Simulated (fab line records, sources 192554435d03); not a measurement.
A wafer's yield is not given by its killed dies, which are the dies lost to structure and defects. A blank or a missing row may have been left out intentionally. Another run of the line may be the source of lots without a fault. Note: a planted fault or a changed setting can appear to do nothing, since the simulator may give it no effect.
Matching of chambers -- flow n5_finfet -- rie_diel-03 running N5_FIN_SAQP_ETCH_52: 4 sister chambers
The step etches SOC in N2/H2, target depth 100 nm, overetch 20 nm, time 150 s. 8 wafers are shown with their chamber, then 9 later ones without.

EACH WAFER AND ITS CHAMBER
wafer,chamber,drypump_motor_current_A (A),showerhead_plenum_p_Torr (Torr)
L079.2,2,5.8,2.61
L080.4,1,5.5,2.64
L080.5,2,5.8,2.61
L083.4,1,5.6,2.64
L083.6,3,5.9,2.57
L089.1,3,5.9,2.56
L089.4,0,6.5,2.63
L089.6,0,6.5,2.63

WAFERS WITHOUT THEIR CHAMBER
wafer,drypump_motor_current_A (A),showerhead_plenum_p_Torr (Torr)
L094.1,5.9,2.55
L094.4,5.9,2.55
L094.6,6.5,2.62
L095.2,5.5,2.63
L095.5,5.5,2.63
L095.6,6.5,2.62
L097.2,5.9,2.55
L097.5,5.5,2.63
L097.6,6.6,2.62

EACH ONE'S CHAMBER
wafer,from the rows above,in truth
L094.1,3,3
L094.4,3,3
L094.6,0,0
L095.2,1,1
L095.5,1,1
L095.6,0,0
L097.2,3,3
L097.5,1,1
L097.6,0,0
9 of 9 placed correctly. Not placeable from these rows: 0. Placed wrongly: 0.
How it was worked out, from the rows above alone: a wafer's distance from a chamber is the root of the sum, over the readings, of the square of ((its reading less the chamber's mean) divided by the reading's scatter). The wafer belongs to the nearest chamber; if the next one is less than 2 further off, it can't be placed. A chamber's mean is the mean of its shown wafers. The scatter: the root of (the sum of the squares of (reading less its chamber's mean) over the shown wafers, divided by (wafers less chambers)).
